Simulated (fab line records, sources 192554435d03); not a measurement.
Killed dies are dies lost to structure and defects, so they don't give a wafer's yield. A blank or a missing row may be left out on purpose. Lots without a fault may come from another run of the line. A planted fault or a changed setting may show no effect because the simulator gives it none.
Problem report in the 8D (eight disciplines) form, filled by code | flow n5_finfet | the parts of the form that need people (team, actions taken, sign-off) are left out

1. THE PROBLEM
trench_depth_nm at N5_BEOL_M11_OCD_MEAS_38 reads a mean of 135.6 nm on 3 wafers of 2 lots; wafers without a fault read 149.0 nm with a standard deviation of 2.3. That is -5.8 standard deviations from the usual mean.
First seen on wafer L236.2, day 13 09:27, on ocd-02. The record holds 21 wafers of 7 lots with a number at this step. Rule for "out", or "out of limits": more than 4 standard deviations from the usual mean. The other wafers with a number count as sound.

2. WHAT IT IS AND WHAT IT IS NOT
question                    | is                     | is not
which readings at this step | trench_depth_nm        | -
which lots                  | L236, L238             | L230, L231, L246, L248, L251
which wafers of those lots  | L236.2, L236.5, L238.4 | L236.4, L238.2, L238.3
read on which gauges        | ocd-01, ocd-02         | -
when                        | from day 13 09:27      | up to then (7 sound wafers); but 11 sound wafers of L238, L246, L248, L251 came after

3. SUSPECTS, AND WHAT RULES EACH OUT
Counting: a tool at a process step up to the reading stays a suspect if it ran every lot that is out. Sound lots after the first of them don't rule it out here, since some wafers of a struck lot are sound.
- the gauge at N5_BEOL_M11_OCD_MEAS_38: ruled out. The wafers that are out were read on 2 gauges (ocd-01, ocd-02).
- rie_diel-05 at N5_BEOL_M11_TRENCH_ETCH_37 (etches SiCOH lowk in C4F6/O2, target depth 148.83 nm, time 48 s): kept. It ran every lot that is out, first L236 (day 13 09:16); its last sound lot up to then is L231 (day 11 15:56). Its own readings are out on those wafers: run_length_s.
- Within rie_diel-05 at N5_BEOL_M11_TRENCH_ETCH_37: the wafers that are out ran in chamber 3; their sound lot-mates ran in chambers 0, 2.
Left after counting: rie_diel-05 at N5_BEOL_M11_TRENCH_ETCH_37.

4. THE CAUSE (what the simulator had put in)
Process parameter drift: rie_diel-05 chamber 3, from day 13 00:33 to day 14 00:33, at N5_BEOL_M11_TRENCH_ETCH_37. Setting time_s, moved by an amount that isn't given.
Counting left only this tool.

5. THE CHAIN OF EFFECTS, in route order
Each row: a reading whose mean over the struck wafers that have a number lies more than 3 standard deviations from the usual. Only readings for which the record gives a usual standard deviation are gone through. hours: the time from each lot's start at the first step in this table that gives one to its start at this step, as a median over the lots. sigmas: the change in usual standard deviations.
hours | step                       | reading           | usual         | on struck wafers | change  | sigmas
0     | N5_BEOL_M11_TRENCH_ETCH_37 | run_length_s      | 71.43 s       | 67.87            | -3.56   | -12
0     | N5_BEOL_M11_OCD_MEAS_38    | trench_depth_nm   | 149.0 nm      | 135.6            | -13.4   | -5.8
3     | N5_BEOL_M11_THK_MEAS_53    | M11_THK           | 142.1 nm      | 128.5            | -13.6   | -4.9
3     | N5_BEOL_M11_RS_MEAS_57     | M11_RS            | 0.1509 ohm/sq | 0.1698           | +0.0189 | +6.5
25    | N5_BEOL_M15_RC_MEAS_101    | SERP_M11          | 3.06 ohm/um   | 3.43             | +0.37   | +5.2
25    | N5_BEOL_M15_RC_MEAS_101    | SERP_M11_max_site | 3.16 ohm/um   | 3.59             | +0.43   | +5.3
The process steps in it:
- N5_BEOL_M11_TRENCH_ETCH_37: etches SiCOH lowk in C4F6/O2, target depth 148.83 nm, time 48 s.
Readings that are blank on the struck wafers while sound wafers have them: bias_w at N5_BEOL_M11_TRENCH_ETCH_37.

6. WHAT WOULD HAVE CAUGHT IT SOONER
In this record the first reading out of limits at a measuring or inspecting step was taken at day 13 09:27, 9 hours after the fault began at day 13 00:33.
The tool's own readings at N5_BEOL_M11_TRENCH_ETCH_37 were out on every struck wafer that the step has a row for (run_length_s): an alarm limit on them would have fired on the first of those.
Of the lots that are out (2), L238 began N5_BEOL_M11_TRENCH_ETCH_37 on rie_diel-05 after day 13 09:27. A hold on the tool at that time would have spared it.
